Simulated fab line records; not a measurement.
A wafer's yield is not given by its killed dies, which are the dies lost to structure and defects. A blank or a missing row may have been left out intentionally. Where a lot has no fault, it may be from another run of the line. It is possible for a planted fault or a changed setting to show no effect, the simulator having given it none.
fab line records -- flow n5Finfet
[record] lots = 4, wafers = 11, lastDay = 17
route steps=1938 shown BEOL_M5@1185 BEOL_M6@1194 PASSIVATION@1936
lots with no fault: from the same line, run without faults
startH: hours from the record's first day to the start of the lot's first wafer shown -- waitH: hours since the lot's step before -- " same as the row above -- L1.1+2: a single row standing in for several wafers -- - no value present, or no start provided -- * or withheld: withheld -- < > ~ a bound
route shown NAME@n: a module of which the file shows steps, and the number in the route of the first -- usual: mean/standard deviation taken from wafers without a fault -- same: alike in all rows -- chamber/n: place in a boat -- sites: per-site readings -- _std_site: their standard deviation -- _edge_site: outer sites' mean less inner sites' -- radiusMm: how far each site lies from the wafer's centre -- mask NAME#n: copy n -- behind: the most recent tool/chamber to have shaped the wafer -- hold: why the lot went on hold/how many hours it stayed there/how the hold came to an end -- device: the n, p or np transistor that did not switch -- end of line: the tests these same wafers got at the end of their route -- a step without rows: its recipe alone -- killed: the dies lost at the first sort to structure and to defects; this is not the yield of the wafer -- map: a wafer's dies, marking killed ones x, the rest . and places with no die _
set.NAME: the setting that was run; set.NAME@STEP: the one run at that earlier step -- model.NAME: the simulator's own value behind a step, which no gauge read
lots at selected steps of the route; one table per step, one row per wafer
services: a tool's chamber out of use, with start hour (startH, from the record's first day; less than 0 if before it), hours out, and reason
[[steps]]
[step N5_BEOL_M5_ANNEAL_51]
[recipe] tempC = 225, timeS = 90, ambient = N2
[step N5_BEOL_M5_CMP_52]
[recipe] stopOn = SiCOH_lowk, tOverpolishS = 6.9, downForcePsi = 1, platenRpm = 50, clearingPlatenDownForcePsi = 1.5, clearingPlatenRpm = 50, postCmpClean = cuAlkaline, targetThkNm = 62, clearingPlatenPadVelocityMS = 0.99484, padVelocityMS = 0.99484
[step N5_BEOL_M5_PRE_CLEAN_77]
[recipe] gas = NH3/H2, timeS = 15, tempC = *, rfPowerW = 300
[step N5_BEOL_M5_CO_CAP_78]
[recipe] material = Co, targetThkA = 20, tempC = 200, precursor = CCTBA/H2, pressureTorr = 30, timeS = 102.1
[step N5_BEOL_M5_PRE_CLEAN_55]
[recipe] gas = NH3, timeS = 15, tempC = withheld, rfPowerW = 300
[step N5_BEOL_M5_DEP_56]
[recipe] material = SiCN, targetThkA = 80, tempC = withheld, precursor = 3MS/NH3, pressureTorr = 3, rfW = 202, timeS = 14
[step N5_BEOL_M6_ILD_DEP_00]
[recipe] material = SiCOH_lowk, targetThkA = 1797.5, tempC = 300, precursor = DEMS/porogen, pressureTorr = 5, rfW = 500, timeS = 33.4
[step N5_BEOL_M6_CURE_74]
[recipe] tempC = 385, timeS = 240, ambient = He/Ar, material = SiCOH_lowk
[step N5_BEOL_M6_PECVD_70]
[recipe] material = SiO2, targetThkA = 200, tempC = 400, precursor = TEOS/O2, pressureTorr = 5.5, rfW = 450, teosFlowSccm = 53.8, gas = O2, flowSccm = 3000, timeS = 22.7
[usual] heaterPowerW = 801/130, showerheadPlenumPTorr = 8.80/0.054, throttleValvePct = 23.0/1.2
lot.wafer,tool,chamber,startH,waitH,heaterPowerW,showerheadPlenumPTorr,throttleValvePct,model.SiO2_of_BEOL_M6_PECVD_70.thkNm
L172.1,pecvd-03,1,194.25,0.0,661,8.78,22.6,19.8
L172.4,pecvd-03,0,194.25,0.0,702,8.88,22.3,20.2
L172.6,pecvd-03,2,194.25,0.0,786,8.81,21.8,20.4
L174.2,pecvd-03,2,253.66,0.0,763,8.80,21.9,12.8
L174.3,pecvd-03,0,253.66,0.0,657,8.89,22.8,20
L174.4,pecvd-03,0,253.66,0.0,663,8.88,22.6,20.2
L183.1,pecvd-03,0,290.45,0.0,696,8.90,22.7,13.4
L183.2,pecvd-03,2,290.45,0.0,778,8.79,22.2,13
L191.2,pecvd-04,1,332.29,0.0,672,8.84,24.6,20
L191.4,pecvd-04,0,332.29,0.0,718,8.70,21.6,20.4
L191.6,pecvd-04,1,332.29,0.0,679,8.85,24.4,20.8
[step N5_BEOL_M6_HM_DEP_02]
[recipe] material = TiN, targetThkA = 200, tempC = 25, chamberPressurePa = 0.49996
[step N5_BEOL_M6_COAT_59]
[recipe] resist = SOC, tempC = 250, timeS = 60, spinRpm = 1500, resistThkNm = 100
[step N5_BEOL_M6_COAT_60]
[recipe] resist = SiARC, tempC = 220, timeS = 60, spinRpm = 1500, resistThkNm = 35
[step N5_BEOL_M6_COAT_05]
[recipe] resist = CAR-ArF, spinRpm = 1500, resistThkNm = 90
[step N5_BEOL_M6_EBR_07]
[recipe] solvent = PGMEA, ebrWidthMm = 1.5
[step N5_BEOL_M6_SOFTBAKE_06]
[recipe] tempC = 110, timeS = 60, resist = CAR-ArF
[step N5_BEOL_M6_EXPOSE_08]
[recipe] maskId = M6, na = 1.35, sourceShape = dipole, sigmaInner = 0.817, sigmaOuter = 0.97, polarization = te, doseMj = 68.25
[step N5_BEOL_M6_PEB_09]
[recipe] pebTempC = withheld, pebTimeS = 60, resist = CAR-ArF
[step N5_BEOL_M6_DEVELOP_10]
[recipe] developTimeS = 30, developer = TMAH, resist = CAR-ArF, rinseLiquid = diw, dry = airSpin, devTempC = 23
[step N5_BEOL_M6_DESCUM_16]
[recipe] chemistry = O2, timeS = 7.9, sourcePowerW = 50, biasPowerW = 20, pressureMtorr = 20, rfFrequencyHz = 2.712e+07, tempC = 40, resist = CAR-ArF, o2FlowSccm = 225
[step N5_BEOL_M6_ETCH_61]
[recipe] chemistry = CF4, target = SiARC, targetDepthA = 455, maskMaterial = CAR-ArF, timeS = 75.8, ionEnergyEv = 80, pressureMtorr = 40, sourceW = 545, biasW = 36, Ar_flow_sccm = 100, cf4FlowSccm = 100, ends = cleared
[step N5_BEOL_M6_ETCH_62]
[recipe] chemistry = N2/H2, target = SOC, targetDepthA = 1100, overetchA = 220, maskMaterial = SiARC, tempC = 40, timeS = 165, ionEnergyEv = 200, pressureMtorr = 30, sourceW = 840, biasW = 150, n2FlowSccm = 200, h2FlowSccm = 200
[step N5_BEOL_M6_STRIP_68]
[recipe] chemistry = N2/H2, tempC = 40, n2FlowSccm = 200, h2FlowSccm = 200, rfFrequencyHz = 6e+07
[step N5_BEOL_M6_STRIP_67]
[recipe] chemistry = CF4, resist = SiARC, powerW = 300, biasPowerW = 75, pressureMtorr = 50, cf4FlowSccm = 150, rfFrequencyHz = 6e+07
[step N5_BEOL_M6_HM_OPEN_17]
[recipe] chemistry = Cl2/BCl3, targetDepthA = 200, overetchA = 60, target = TiN, maskMaterial = SOC, ionEnergyEv = 150, pressureMtorr = 10, icpW = 1000, biasW = 126, Cl2_flow_sccm = 53.25, bcl3FlowSccm = 21.75, Ar_flow_sccm = 25
[step N5_BEOL_M6_STRIP_19]
[recipe] chemistry = O2, powerW = 400, tempC = 40, pressureMtorr = 30, rfFrequencyHz = 6e+07, biasPowerW = 0, overashFraction = 0.2, o2FlowSccm = 225
[step N5_BEOL_M6_COAT_63]
[recipe] resist = SOC, tempC = 250, timeS = 60, spinRpm = 1500, resistThkNm = 60
[step N5_BEOL_M6_COAT_64]
[recipe] resist = SiARC, tempC = 220, timeS = 60, spinRpm = 1500, resistThkNm = 12
[step N5_BEOL_M6_COAT_71]
[recipe] resist = underlayer, tempC = 205, timeS = 60, spinRpm = 1500, resistThkNm = 5
[step N5_BEOL_M6_COAT_22]
[recipe] resist = CAR-EUV, spinRpm = 1500, resistThkNm = 30
[step N5_BEOL_M6_EBR_24]
[recipe] solvent = PGMEA, ebrWidthMm = 1.5
[step N5_BEOL_M6_SOFTBAKE_23]
[recipe] tempC = 110, timeS = 60, resist = CAR-EUV
[step N5_BEOL_M6_EXPOSE_25]
[recipe] maskId = V5, na = 0.33, sourceShape = annular, sigmaInner = 0.4, sigmaOuter = 0.8, polarization = unpolarized, targetCdNm = 40, doseMj = 45
[step N5_BEOL_M6_PEB_26]
[recipe] pebTempC = 100, pebTimeS = 60, resist = CAR-EUV
[step N5_BEOL_M6_DEVELOP_27]
[recipe] developTimeS = 30, developer = TMAH, resist = CAR-EUV, rinseLiquid = surfactantRinse, dry = airSpin, devTempC = 23
[step N5_BEOL_M6_HM_STRIP_39]
[recipe] chemistry = peroxideTinStrip, material = TiN, targetDepthA = 250, tempC = 50, timeS = 158
[usual] bathHeatDutyPct = 7.0/0.77
lot.wafer,tool,chamber,startH,waitH,bathHeatDutyPct,model.SiO2_of_BEOL_M6_PECVD_70.thkNm
L172.1,wetBench-03,7,197.88,0.0,6.3,19.6
L172.4,wetBench-03,4,197.88,0.0,7.3,20
L172.6,wetBench-03,6,197.88,0.0,7.1,20.2
L174.2,wetBench-03,1,259.08,0.0,6.7,12.8
L174.3,wetBench-03,2,259.08,0.0,6.4,19.8
L174.4,wetBench-03,5,259.08,0.0,8.1,20
L183.1,wetBench-04,0,298.72,0.1,6.9,13.4
L183.2,wetBench-04,4,298.72,0.1,5.9,12.8
L191.2,wetBench-06,3,337.80,0.0,6.9,19.8
L191.4,wetBench-06,4,337.80,0.0,6.6,20.2
L191.6,wetBench-06,2,337.80,0.0,8.3,20.6
[step N5_BEOL_M6_CMP_52]
[recipe] stopOn = SiCOH_lowk, tOverpolishS = 6.9, downForcePsi = 1, platenRpm = 50, clearingPlatenDownForcePsi = 1.5, clearingPlatenRpm = 50, postCmpClean = cuAlkaline, targetThkNm = 80, clearingPlatenPadVelocityMS = 0.99484, padVelocityMS = 0.99484
[usual] barrierFieldEndpointS = 28.9/0.77, clearingPlatenDownForcePsi = 1.500/0.0032, motorCurrentA = 6.2/0.69
lot.wafer,tool,chamber,startH,waitH,barrierFieldEndpointS,clearingPlatenDownForcePsi,motorCurrentA
L172.4,cmp-03,0,199.79,0.2,28.1,1.497,6.5
L172.1,cmp-03,2,199.79,0.2,28.9,1.499,5.2
L172.6,cmp-03,3,199.79,0.2,28.7,1.505,5.6
L174.2,cmp-01,1,262.13,0.2,21.2,1.497,7.3
L174.3,cmp-01,2,262.13,0.2,29.3,1.501,6.3
L174.4,cmp-01,3,262.13,0.2,29.5,1.500,6.2
L183.1,cmp-01,1,301.34,0.3,22.7,1.500,7.0
L183.2,cmp-01,2,301.34,0.3,20.4,1.506,6.6
L191.2,cmp-02,1,340.61,0.2,29.2,1.499,5.7
L191.4,cmp-02,2,340.61,0.2,29.4,1.503,5.2
L191.6,cmp-02,2,340.61,0.2,30.6,1.500,5.3
[step N5_PASSIVATION_PROBE_49]
[usual] defectLimitedYield = 91.2/1.4, killed_at_M0_to_M3 = 34/9.3, killed_at_M4_up = 14/5.9, killedAtContacts = 14/5.7, killedAtFrontEnd = 38/10, killedAtOther = 4/3.2, killedDies = 104/17, killedOpen = 67/13, killedShort = 33/6.9, sort_bin_5_function = 5.2/1, sort_bin_6_memory = 3.3/0.61, sort_bin_8_speed = 0.3/1.8, sortNPass = 1069/52
[same] grossDies = 1180, killedAtBackSide = 0, sort_bin_4_leakage[%] = 0
lot.wafer,tool,chamber,startH,waitH,defectLimitedYield[%],killed_at_M0_to_M3,killed_at_M4_up,killedAtContacts,killedAtFrontEnd,killedAtOther,killedDies,killedOpen,killedShort,sort_bin_5_function[%],sort_bin_6_memory[%],sort_bin_8_speed[%],sortNPass
L172.1,prober-01,-,286.13,0.0,91.4,18,8,23,46,7,102,62,37,5.3,3.2,0,1078
L172.4,prober-01,-,286.28,0.2,93.1,16,9,12,32,12,81,48,29,3.8,2.6,0,1099
L172.6,prober-01,-,286.38,0.3,91.8,36,10,10,36,5,97,63,30,5.2,2.7,0,1083
L174.2,prober-02,-,349.79,0.8,90.7,32,20,11,44,3,110,65,44,5.0,4.0,0,1070
L174.3,prober-02,-,349.84,0.9,89.2,42,11,16,58,0,127,92,31,6.4,4.2,0,1053
L174.4,prober-02,-,349.89,0.9,90.0,33,11,29,38,7,118,77,38,6.6,3.2,0,1062
L183.1,prober-02,-,385.13,0.0,93.1,31,10,10,28,3,82,59,22,3.8,3.0,0,1098
L183.2,prober-02,-,385.18,0.1,92.6,30,12,15,26,4,87,42,39,4.8,2.4,0,1093
L191.2,prober-02,-,417.83,0.1,90.2,32,17,12,52,3,116,82,31,6.3,3.1,0,1064
L191.4,prober-02,-,417.93,0.2,91.5,21,15,17,41,6,100,56,35,4.7,3.1,0.3,1080
L191.6,prober-02,-,418.03,0.3,89.7,30,16,26,49,1,122,77,41,6.0,4.0,0,1058
// killed by level:class
L172.1 MOL_CONTACT_COAG:geometricParticle:open=18 FIN_SAQP:geometricParticle:open=16 FIN_SAQP:geometricParticle:short=15 MOL_CONTACT_COAG:geometricParticle:short=5 BEOL_M0_SAQP:geometricParticle:short=5 MIM_TOP_ETCH:geometricParticle:open=4 DUMMY_GATE:geometricParticle:open=3 BEOL_M1:geometricParticle:short=3
L172.4 FIN_SAQP:geometricParticle:open=14 MOL_CONTACT_COAG:geometricParticle:open=9 FIN_SAQP:geometricParticle:short=7 BEOL_M1:geometricParticle:short=5 BEOL_M1:geometricParticle:open=4 BEOL_M4:geometricParticle:open=4 MIM_TOP_ETCH:geometricParticle:short=4 MOL_CONTACT_COAG:geometricParticle:short=3
L172.6 FIN_SAQP:geometricParticle:open=14 MOL_CONTACT_COAG:geometricParticle:open=10 BEOL_M1:geometricParticle:open=9 FIN_SAQP:geometricParticle:short=7 BEOL_M3:geometricParticle:open=6 ILD0:geometricParticle:short=5 BEOL_M0_SAQP:geometricParticle:open=5 BEOL_M0_SAQP:geometricParticle:short=5
L174.2 FIN_SAQP:geometricParticle:short=12 FIN_SAQP:geometricParticle:open=11 BEOL_M0_SAQP:geometricParticle:short=9 BEOL_M4:geometricParticle:open=7 MOL_CONTACT_COAG:geometricParticle:open=6 MOL_CONTACT_COAG:geometricParticle:short=5 BEOL_M0:geometricParticle:open=5 BEOL_M2:geometricParticle:open=5
L174.3 FIN_SAQP:geometricParticle:open=23 MOL_CONTACT_COAG:geometricParticle:open=15 BEOL_M0_SAQP:geometricParticle:open=12 FIN_SAQP:geometricParticle:short=10 STI_FIN_REVEAL:geometricParticle:open=7 BEOL_M3:geometricParticle:open=7 BEOL_M0_SAQP:geometricParticle:short=6 BEOL_M0:geometricParticle:open=5
L174.4 MOL_CONTACT_COAG:geometricParticle:open=28 BEOL_M0_SAQP:geometricParticle:short=14 FIN_SAQP:geometricParticle:open=12 BEOL_M0_SAQP:geometricParticle:open=6 FIN_SAQP:geometricParticle:short=5 DUMMY_GATE:geometricParticle:open=4 STARTING-WAFER:geometricParticle:short=4 ILD0:geometricParticle:short=3
L183.1 BEOL_M3:geometricParticle:open=11 MOL_CONTACT_COAG:geometricParticle:open=9 BEOL_M2:geometricParticle:open=9 FIN_SAQP:geometricParticle:open=6 STARTING-WAFER:geometricParticle:short=5 DUMMY_GATE:geometricParticle:open=4 BEOL_M5:geometricParticle:open=4 BEOL_M0_SAQP:geometricParticle:open=3
L183.2 MOL_CONTACT_COAG:geometricParticle:open=9 BEOL_M0_SAQP:geometricParticle:short=8 FIN_SAQP:geometricParticle:short=6 GATE_CUT:geometricParticle:short=6 MOL_CONTACT_COAG:geometricParticle:short=6 BEOL_M0_SAQP:geometricParticle:open=6 BEOL_M1:geometricParticle:open=6 FIN_SAQP:geometricParticle:open=4
L191.2 DUMMY_GATE:geometricParticle:open=12 MOL_CONTACT_COAG:geometricParticle:open=11 BEOL_M4:geometricParticle:open=11 BEOL_M3:geometricParticle:open=9 STI_FIN_REVEAL:geometricParticle:open=8 GATE_CUT:geometricParticle:short=8 BEOL_M0_SAQP:geometricParticle:open=6 BEOL_M1:geometricParticle:open=6
L191.4 MOL_CONTACT_COAG:geometricParticle:open=14 FIN_SAQP:geometricParticle:short=9 GATE_CUT:geometricParticle:short=6 BEOL_M4:geometricParticle:open=6 GATE_CUT:geometricParticle:open=5 BEOL_M1:geometricParticle:open=5 FIN_SAQP:geometricParticle:open=4 BEOL_M0_SAQP:geometricParticle:short=4
L191.6 MOL_CONTACT_COAG:geometricParticle:open=18 GATE_CUT:geometricParticle:short=11 BEOL_M4:geometricParticle:open=10 FIN_SAQP:geometricParticle:short=8 FIN_SAQP:geometricParticle:open=7 GATE_CUT:geometricParticle:open=7 MOL_CONTACT_COAG:geometricParticle:short=7 BEOL_M0_SAQP:geometricParticle:open=6
[[services]]
tool,chamber,startH,hours,kind
pecvd-03,0,173.27,5.5,scheduledDown
cmp-03,-,173.83,1.4,repair
cmp-03,-,181.81,7.0,pm
cmp-02,-,198.67,9.0,repair
cmp-02,-,213.11,2.2,repair
cmp-01,-,216.58,4.6,pm
cmp-02,-,224.69,1.6,repair
cmp-03,-,227.34,4.0,pm
cmp-03,-,231.34,-,consumableReplace:conditioner
cmp-03,-,231.34,-,consumableReplace:pad
cmp-01,-,235.07,4.0,pm
cmp-01,-,239.07,-,consumableReplace:conditioner
cmp-01,-,239.07,-,consumableReplace:pad
cmp-03,-,239.45,0.9,repair
cmp-01,-,243.20,0.8,repair
pecvd-03,-,246.62,0.8,repair
pecvd-04,2,262.03,15.0,repair
pecvd-04,-,269.34,2.8,pm
pecvd-04,2,281.82,5.5,scheduledDown
cmp-02,-,295.18,1.3,repair
wetBench-03,-,297.92,1.9,pm
cmp-01,-,305.16,2.4,repair
cmp-02,-,305.50,7.7,pm
pecvd-03,1,314.33,5.5,scheduledDown
[[key]]
[firstSign] step = N5_BEOL_M6_CMP_52, reading = barrierFieldEndpointS, direction = down, sigmas = 9.7, usual = 28.9, struck = 21.4
effect none on later readings
[modelEffect] step = N5_BEOL_M6_PECVD_70, value = SiO2_of_BEOL_M6_PECVD_70.thkNm, without = 19.67, struck = 13.07
[modelEffect] step = N5_BEOL_M6_HM_STRIP_39, value = SiO2_of_BEOL_M6_PECVD_70.thkNm, without = 19.47, struck = 13
metAt N5_BEOL_M6_PECVD_70
struckWafers L174.2,L183.1,L183.2
onsetBetween 194.25 253.66
[fault] kind = processParameterDrift, tool = pecvd-03, chamber = -, onsetH = 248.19, steps = N5_BEOL_M6_PECVD_70, channel = timeS, offset = *, shape = step, endH = 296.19, scope = struckWafersOnly, actsIn = *, stated = *
